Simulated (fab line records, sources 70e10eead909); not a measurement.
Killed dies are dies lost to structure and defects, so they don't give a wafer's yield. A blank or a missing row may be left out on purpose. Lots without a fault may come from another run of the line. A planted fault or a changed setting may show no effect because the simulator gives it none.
Chamber matching | flow nand_harc | NHARC_P_BONDPAD_DEP_00 on pecvd-03: 3 sister chambers
The step deposits SiCN, target thk 250 nm. 6 wafers are shown with their chamber, then 7 later ones without.

WAFERS WITH THEIR CHAMBER
wafer  | chamber | showerhead_vpp_V (V) | heater_power_w (W)
L084.5 | 1       | 1369                 | 498
L089.1 | 2       | 1353                 | 455
L089.2 | 0       | 1299                 | 593
L089.3 | 1       | 1371                 | 525
L090.1 | 0       | 1294                 | 510
L090.5 | 2       | 1332                 | 534

WAFERS WITHOUT THEIR CHAMBER
wafer  | showerhead_vpp_V (V) | heater_power_w (W)
L090.6 | 1295                 | 528
L091.3 | 1337                 | 431
L091.4 | 1365                 | 564
L091.6 | 1284                 | 529
L092.1 | 1376                 | 525
L092.3 | 1335                 | 511
L092.6 | 1369                 | 420

WHICH CHAMBER EACH WENT THROUGH
wafer  | from the rows above     | in truth
L090.6 | 0                       | 0
L091.3 | 2                       | 2
L091.4 | can't be placed: 1 or 2 | 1
L091.6 | 0                       | 0
L092.1 | 1                       | 1
L092.3 | 2                       | 2
L092.6 | can't be placed: 1 or 2 | 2
Placed correctly: 5 of 7. Can't be placed from these rows: 2 (the true chamber is among the candidates in 2). Placed wrongly: 0.
How it was worked out, from the rows above alone: a wafer's distance from a chamber is the root of the sum, over the readings, of the square of ((its reading less the chamber's mean) divided by the reading's scatter). The wafer belongs to the nearest chamber; if the next one is less than 2 further off, it can't be placed. A chamber's mean is the mean of its shown wafers. The scatter: the root of (the sum of the squares of (reading less its chamber's mean) over the shown wafers, divided by (wafers less chambers)).
